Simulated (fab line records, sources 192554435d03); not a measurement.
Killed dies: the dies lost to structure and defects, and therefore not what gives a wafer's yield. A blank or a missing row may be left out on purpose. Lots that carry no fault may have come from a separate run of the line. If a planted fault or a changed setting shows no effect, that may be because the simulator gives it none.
Which tool was responsible? | flow n5 finfet | 24 lots, 72 wafers sampled, at 4 steps of a route of 1938

== WHAT EACH GAUGE READ, for each wafer ==
N5_BEOL_M11_CD_MEAS_11: the cd target is 64.1 nm. Usual: cd nm reads 64.0 nm (standard deviation 0.47).
lot  | measured     | on        | cd nm (nm)     | flag
L074 | day 9 23:59  | cd sem-02 | 63.6 63.6 63.7 |
L076 | day 10 11:20 | cd sem-01 | 64.3 63.8 64.2 |
L075 | day 11 02:44 | cd sem-02 | 63.8 64.5 63.8 |
L077 | day 11 13:30 | cd sem-01 | 64.2 63.4 63.4 |
L078 | day 11 21:25 | cd sem-03 | 63.9 63.6 63.8 |
L079 | day 12 07:22 | cd sem-01 | 64.1 63.6 63.9 |
L080 | day 12 12:46 | cd sem-02 | 62.8 63.2 63.7 |
L083 | day 12 21:41 | cd sem-01 | 64.5 64.0 64.8 |
L081 | day 13 04:27 | cd sem-02 | 64.3 63.7 63.5 |
L082 | day 13 04:39 | cd sem-02 | 63.6 63.5 64.0 |
L084 | day 13 15:05 | cd sem-02 | 64.4 63.9 63.8 |
L085 | day 14 02:01 | cd sem-01 | 64.9 64.4 64.4 |
L086 | day 14 07:53 | cd sem-03 | 63.7 63.9 63.8 |
L089 | day 14 08:03 | cd sem-03 | 64.1 64.0 64.5 |
L087 | day 14 11:06 | cd sem-02 | 64.4 64.5 64.5 |
L088 | day 14 14:04 | cd sem-03 | 64.0 63.9 64.4 |
L090 | day 14 21:23 | cd sem-01 | 63.9 64.7 63.8 |
L092 | day 15 01:03 | cd sem-02 | 64.5 64.6 64.2 |
L093 | day 15 03:06 | cd sem-02 | 63.7 64.2 64.3 |
L091 | day 15 10:20 | cd sem-01 | 64.2 65.1 64.1 |
L095 | day 16 06:28 | cd sem-01 | 63.9 63.3 63.6 |
L094 | day 16 06:41 | cd sem-03 | 64.1 64.8 63.3 |
L097 | day 16 22:21 | cd sem-01 | 64.0 64.1 63.2 |
L096 | day 17 09:03 | cd sem-03 | 63.9 63.2 62.8 |

N5_BEOL_M11_INSPECT_30: inspects for defects (brightfield). Usual: raw defect count reads 457 (standard deviation 100).
lot  | measured     | on                | raw defect count | flag
L074 | day 10 01:05 | defect inspect-02 | 382 498 466      |
L076 | day 10 12:44 | defect inspect-01 | 504 414 434      |
L075 | day 11 07:11 | defect inspect-01 | 305 339 445      |
L077 | day 11 15:35 | defect inspect-01 | 571 709 531      |
L078 | day 11 23:42 | defect inspect-01 | 350 412 404      |
L079 | day 12 08:37 | defect inspect-01 | 490 439 411      |
L080 | day 12 15:29 | defect inspect-02 | 526 666 396      |
L083 | day 12 23:33 | defect inspect-02 | 340 436 429      |
L081 | day 13 08:34 | defect inspect-01 | 480 490 392      |
L082 | day 13 08:43 | defect inspect-02 | 477 315 434      |
L084 | day 13 17:20 | defect inspect-02 | 369 546 367      |
L085 | day 14 03:46 | defect inspect-01 | 459 458 386      |
L086 | day 14 09:11 | defect inspect-02 | 370 363 336      |
L089 | day 14 09:35 | defect inspect-02 | 484 615 495      |
L087 | day 14 12:29 | defect inspect-02 | 359 472 378      |
L088 | day 14 15:44 | defect inspect-02 | 362 375 383      |
L090 | day 14 23:35 | defect inspect-01 | 414 416 424      |
L092 | day 15 04:27 | defect inspect-01 | 488 524 503      |
L093 | day 15 04:41 | defect inspect-02 | 403 334 464      |
L091 | day 15 13:30 | defect inspect-01 | 448 456 510      |
L095 | day 16 09:35 | defect inspect-02 | 583 549 568      |
L094 | day 16 09:02 | defect inspect-02 | 660 460 560      |
L097 | day 16 23:58 | defect inspect-01 | 436 606 485      |
L096 | day 17 10:59 | defect inspect-02 | 351 367 334      |

== EACH LOT AND THE TOOL THAT RAN IT (in order: tool; ch and the chambers of the sampled wafers; start) ==
lot  | N5_BEOL_M11_ETCH_61                | N5_BEOL_M11_STRIP_19
L074 | rie diel-06 ch 0,1,3, day 10 00:12 | rie diel-05 ch 0,1,3, day 10 00:33
L076 | rie diel-05 ch 0,2,3, day 10 11:39 | rie diel-06 ch 1,2, day 10 12:11
L075 | rie diel-05 ch 0,1, day 11 02:52   | rie diel-03 ch 0,1,2, day 11 03:13
L077 | rie diel-03 ch 0,1,3, day 11 13:37 | rie diel-03 ch 0,3, day 11 13:58
L078 | rie diel-03 ch 0,1,3, day 11 21:33 | rie diel-03 ch 0,1,3, day 11 21:54
L079 | rie diel-03 ch 0,2,3, day 12 07:52 | rie diel-05 ch 2,3, day 12 08:13
L080 | rie diel-05 ch 1,2,3, day 12 12:53 | rie diel-03 ch 0,2,3, day 12 13:17
L083 | rie diel-06 ch 2,3, day 12 21:49   | rie diel-03 ch 0,2, day 12 22:14
L081 | rie diel-06 ch 0,2,3, day 13 04:34 | rie diel-06 ch 1,2, day 13 04:55
L082 | rie diel-05 ch 2,3, day 13 04:46   | rie diel-05 ch 1,2,3, day 13 05:07
L084 | rie diel-03 ch 0,2,3, day 13 15:13 | rie diel-03 ch 0,1,3, day 13 15:40
L085 | rie diel-03 ch 0,1,3, day 14 02:08 | rie diel-06 ch 1,2,3, day 14 02:29
L086 | rie diel-03 ch 0,1, day 14 08:01   | rie diel-05 ch 1,2,3, day 14 08:31
L089 | rie diel-03 ch 0,1, day 14 08:20   | rie diel-06 ch 1,2, day 14 08:55
L087 | rie diel-05 ch 1,2,3, day 14 11:14 | rie diel-06 ch 1,3, day 14 11:34
L088 | rie diel-05 ch 1,2,3, day 14 14:11 | rie diel-03 ch 1,3, day 14 14:32
L090 | rie diel-05 ch 1,3, day 14 21:31   | rie diel-03 ch 0,2,3, day 14 21:52
L092 | rie diel-06 ch 1,2,3, day 15 01:22 | rie diel-06 ch 1,3, day 15 01:43
L093 | rie diel-06 ch 1,2, day 15 03:13   | rie diel-05 ch 0,1,2, day 15 03:34
L091 | rie diel-06 ch 1,2, day 15 10:28   | rie diel-03 ch 0,2, day 15 10:50
L095 | rie diel-06 ch 0,2, day 16 06:35   | rie diel-06 ch 1,3, day 16 07:03
L094 | rie diel-06 ch 0,1,3, day 16 06:50 | rie diel-03 ch 0,1,3, day 16 07:11
L097 | rie diel-03 ch 1,2,3, day 16 22:36 | rie diel-06 ch 1,3, day 16 22:57
L096 | rie diel-03 ch 1,2,3, day 17 09:10 | rie diel-06 ch 2,3, day 17 09:32
- N5_BEOL_M11_ETCH_61: etches SiARC in CF4, target depth 39 nm, time 65 s.
- N5_BEOL_M11_STRIP_19: strips in O2.

== WHAT THE TOOLS THEMSELVES READ (means of the sampled wafers that have a number; where no wafer has one, the mark that the record gives instead) ==
N5_BEOL_M11_ETCH_61. Usual: drypump motor current A 5.5 A, standard deviation 0.39; etch rf on time s 64.7 s, standard deviation 1.1; oes product au 0.68 a.u., standard deviation 0.066; rf vpp V 184.2 V, standard deviation 1.1; showerhead plenum p Torr 2.14 Torr, standard deviation 0.053; throttle valve pct 15.59 %, standard deviation 0.22.
lot  | tool        | drypump motor current A (A) | etch rf on time s (s) | oes product au (a.u.) | rf vpp V (V) | showerhead plenum p Torr (Torr) | throttle valve pct (%) | flag
L074 | rie diel-06 | 5.4                         | 64.8                  | 0.75                  | 184.5        | 2.17                            | 15.57                  |
L076 | rie diel-05 | 5.4                         | 65.2                  | 0.64                  | 185.1        | 2.14                            | 15.75                  |
L075 | rie diel-05 | 4.9                         | 64.9                  | 0.63                  | 183.0        | 2.11                            | 15.75                  |
L077 | rie diel-03 | 5.6                         | 64.6                  | 0.69                  | 184.6        | 2.13                            | 15.53                  |
L078 | rie diel-03 | 5.6                         | 64.4                  | 0.69                  | 184.6        | 2.13                            | 15.54                  |
L079 | rie diel-03 | 5.8                         | 64.8                  | 0.65                  | 183.9        | 2.15                            | 15.57                  |
L080 | rie diel-05 | 5.4                         | 65.0                  | 0.68                  | 184.1        | 2.12                            | 15.59                  |
L083 | rie diel-06 | 5.6                         | 63.2                  | 0.70                  | 183.4        | 2.13                            | 15.66                  |
L081 | rie diel-06 | 5.5                         | 64.9                  | 0.68                  | 183.5        | 2.12                            | 15.73                  |
L082 | rie diel-05 | 5.7                         | 64.6                  | 0.66                  | 184.3        | 2.15                            | 15.80                  |
L084 | rie diel-03 | 5.8                         | 64.5                  | 0.66                  | 184.9        | 2.15                            | 15.60                  |
L085 | rie diel-03 | 5.6                         | 63.4                  | 0.68                  | 184.4        | 2.12                            | 15.57                  |
L086 | rie diel-03 | 5.5                         | 64.1                  | 0.69                  | 184.4        | 2.13                            | 15.41                  |
L089 | rie diel-03 | 5.5                         | 65.1                  | 0.69                  | 184.8        | 2.13                            | 15.41                  |
L087 | rie diel-05 | 5.4                         | 65.2                  | 0.66                  | 183.8        | 2.12                            | 15.61                  |
L088 | rie diel-05 | 5.4                         | 64.9                  | 0.66                  | 183.9        | 2.12                            | 15.63                  |
L090 | rie diel-05 | 5.2                         | 66.0                  | 0.65                  | 183.1        | 2.12                            | 15.46                  |
L092 | rie diel-06 | 5.5                         | 64.2                  | 0.71                  | 184.8        | 2.16                            | 15.59                  |
L093 | rie diel-06 | 5.8                         | 64.3                  | 0.67                  | 184.6        | 2.18                            | 15.67                  |
L091 | rie diel-06 | 5.7                         | 65.4                  | 0.69                  | 185.4        | 2.22                            | 15.56                  |
L095 | rie diel-06 | 5.5                         | 64.4                  | 0.76                  | 182.5        | 2.12                            | 15.57                  |
L094 | rie diel-06 | 5.4                         | 64.8                  | 0.76                  | 183.6        | 2.15                            | 15.50                  |
L097 | rie diel-03 | 5.4                         | 65.3                  | 0.61                  | 184.5        | 2.15                            | 15.68                  |
L096 | rie diel-03 | 5.4                         | 65.1                  | 0.61                  | 184.4        | 2.15                            | 15.68                  |

N5_BEOL_M11_STRIP_19. Usual: drypump motor current A 5.5 A, standard deviation 0.4; oes product au 0.79 a.u., standard deviation 0.08; rf vpp V 3.7 V, standard deviation 0.54; showerhead plenum p Torr 2.10 Torr, standard deviation 0.054; throttle valve pct 16.63 %, standard deviation 0.21.
lot  | tool        | drypump motor current A (A) | oes product au (a.u.) | rf vpp V (V) | showerhead plenum p Torr (Torr) | throttle valve pct (%) | flag
L074 | rie diel-05 | 5.1                         | 0.77                  | 3.7          | 2.07                            | 16.62                  |
L076 | rie diel-06 | 5.7                         | 0.87                  | 3.2          | 2.19                            | 16.55                  |
L075 | rie diel-03 | 5.7                         | 0.79                  | 3.6          | 2.11                            | 16.44                  |
L077 | rie diel-03 | 5.7                         | 0.78                  | 3.9          | 2.07                            | 16.75                  |
L078 | rie diel-03 | 5.6                         | 0.80                  | 3.5          | 2.08                            | 16.58                  |
L079 | rie diel-05 | 5.5                         | 0.76                  | 3.8          | 2.10                            | 16.62                  |
L080 | rie diel-03 | 5.8                         | 0.77                  | 3.6          | 2.10                            | 16.60                  |
L083 | rie diel-03 | 5.9                         | 0.75                  | 3.5          | 2.12                            | 16.46                  |
L081 | rie diel-06 | 5.8                         | 0.81                  | 4.1          | 2.15                            | 16.70                  |
L082 | rie diel-05 | 5.4                         | 0.78                  | 3.5          | 2.07                            | 16.63                  |
L084 | rie diel-03 | 5.6                         | 0.79                  | 3.1          | 2.08                            | 16.62                  |
L085 | rie diel-06 | 5.6                         | 0.85                  | 3.2          | 2.12                            | 16.65                  |
L086 | rie diel-05 | 5.4                         | 0.77                  | 3.7          | 2.07                            | 16.66                  |
L089 | rie diel-06 | 5.7                         | 0.83                  | 3.9          | 2.18                            | 16.61                  |
L087 | rie diel-06 | 5.6                         | 0.89                  | 3.9          | 2.16                            | 16.55                  |
L088 | rie diel-03 | 5.2                         | 0.76                  | 3.2          | 2.10                            | 16.67                  |
L090 | rie diel-03 | 5.8                         | 0.75                  | 3.3          | 2.09                            | 16.63                  |
L092 | rie diel-06 | 5.5                         | 0.87                  | 3.7          | 2.16                            | 16.55                  |
L093 | rie diel-05 | 5.2                         | 0.86                  | 3.7          | 2.06                            | 16.67                  |
L091 | rie diel-03 | 5.9                         | 0.73                  | 3.3          | 2.12                            | 16.49                  |
L095 | rie diel-06 | 5.3                         | 0.86                  | 3.9          | 2.10                            | 16.62                  |
L094 | rie diel-03 | 5.6                         | 0.77                  | 3.9          | 2.07                            | 16.66                  |
L097 | rie diel-06 | 5.5                         | 0.85                  | 4.0          | 2.15                            | 16.59                  |
L096 | rie diel-06 | 5.4                         | 0.81                  | 3.2          | 2.06                            | 16.74                  |

== THE ANSWER, worked out from the rows above alone ==
Rule: a lot counts as off when the mean over its wafers that have a number is more than 3 standard deviations away from the usual mean. A lot without any number at a reading at which 4 lots or more have one is off too. The other lots that the step has rows for count as sound. Order of review: gauges by route order, followed by the tools' own readings, for which a lot's mean as printed above is used. The first step at which some lot is off is used, and at that step the reading that is off furthest; a lot without a number counts as furthest.
No lot is off on any of the readings shown, so nothing can be concluded from this.

== WHAT HAD BEEN PUT IN BY THE SIMULATOR ==
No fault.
